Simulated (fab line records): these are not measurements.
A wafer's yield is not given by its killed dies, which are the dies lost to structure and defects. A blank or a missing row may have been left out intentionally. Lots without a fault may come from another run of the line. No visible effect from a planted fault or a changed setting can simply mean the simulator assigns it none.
A struck lot beside a sound one || flow nand-harc || 15 steps out of a route of 1302
Sound: wafers L680.2, L680.3, L680.4. The struck wafers were L685.1, L685.2, L685.3. At the end, the cause is stated.
Order at every step that has rows: each side's tool, ch and its chambers, its first start. Under that, the readings that differ: sound wafers || struck wafers || difference of the means || sigmas: that difference in standard deviations of wafers without a fault.
alike: same words and numbers on both sides, and readings whose means sit less than 2 such deviations apart. not compared: any withheld reading, any reading some wafer has no value for, any bound like >300 that may hide the same value, and any number with overlapping values for which the record gives no deviation.
A row with sigmas, a row that says differs or no value, or rows on one side alone: a step with any of these is where the two part. When numbers do not overlap yet have no deviation, they are printed without sigmas and do not part them. A reading that every wafer of one side lacks parts them only if that side has two wafers or more.

first, 1 step without rows for these wafers: NHARC_A_ONON_D1_DEP_12 (target thk 1000 nm).
NHARC_A_ONON_D1_THK_MEAS_14: measures by ellipsometry.
  sound on film-metro-01 at day 8 14:29; struck on film-metro-01 at day 11 03:40
{"reading": "thk-nm (nm)", "sound": "990 988 991", "struck": "1010 1010 1010", "difference": "+20", "sigmas": "+2"}
then, 2 steps without rows for these wafers: NHARC_A_ONON_D1_ANNEAL_15 (time 3600 s); NHARC_A_ONON_D1_DEP_16 (target thk 1000 nm).
NHARC_A_ONON_D1_THK_MEAS_18: measures by ellipsometry.
  sound on film-metro-01 at day 8 22:16; struck on film-metro-01 at day 11 11:27
  alike: thk-nm
then NHARC_A_ONON_D1_DEP_19 (target thk 1000 nm), 1 step lacking rows for these wafers.
NHARC_A_ONON_D1_THK_MEAS_21: measures by ellipsometry.
  sound on film-metro-01 at day 8 22:50; struck on film-metro-02 at day 11 12:01
  alike: thk-nm
then NHARC_A_ONON_D1_DEP_22 (target thk 1000 nm), 1 step lacking rows for these wafers.
NHARC_A_ONON_D1_THK_MEAS_24: measures by ellipsometry.
  sound on film-metro-02 at day 8 23:24; struck on film-metro-02 at day 11 12:34
  alike: thk-nm
then NHARC_A_ONON_D1_DEP_25 (target thk 1000 nm), 1 step lacking rows for these wafers.
NHARC_A_ONON_D1_THK_MEAS_27: measures by ellipsometry.
  sound on film-metro-02 at day 8 23:58; struck on film-metro-02 at day 11 13:10
  alike: thk-nm
NHARC_A_ONON_D1_DEP_28: target thk 1000 nm.
  sound on pecvd-onon-03 ch 0, day 9 00:05; struck on pecvd-onon-02 ch 0, day 11 13:13
NHARC_A_ONON_D1_THK_MEAS_30: measures by ellipsometry.
  sound on film-metro-02 at day 9 00:32; struck on film-metro-02 at day 11 13:43
{"reading": "thk-nm (nm)", "sound": "1014 1011 1013", "struck": "1582 1581 1582", "difference": "+569", "sigmas": "+76"}
NHARC_A_ONON_D1_DEP_33: deposits SiO2, target thk 200 nm.
  sound on pecvd-02 ch 1,2, day 9 00:38; struck on pecvd-03 ch 0,1,2, day 11 13:47
  alike: heater-power-w, mfc-precursor-sccm, throttle-valve-pct
then, 1 step without rows for these wafers: NHARC_END_SORT_01.

== WHERE THEY PART ==
At NHARC_A_ONON_D1_THK_MEAS_14 first; at NHARC_A_ONON_D1_THK_MEAS_30 last (within this record only). Later steps at which nothing parts them and some readings are alike: NHARC_A_ONON_D1_DEP_33.

WHY: what the simulator had put in
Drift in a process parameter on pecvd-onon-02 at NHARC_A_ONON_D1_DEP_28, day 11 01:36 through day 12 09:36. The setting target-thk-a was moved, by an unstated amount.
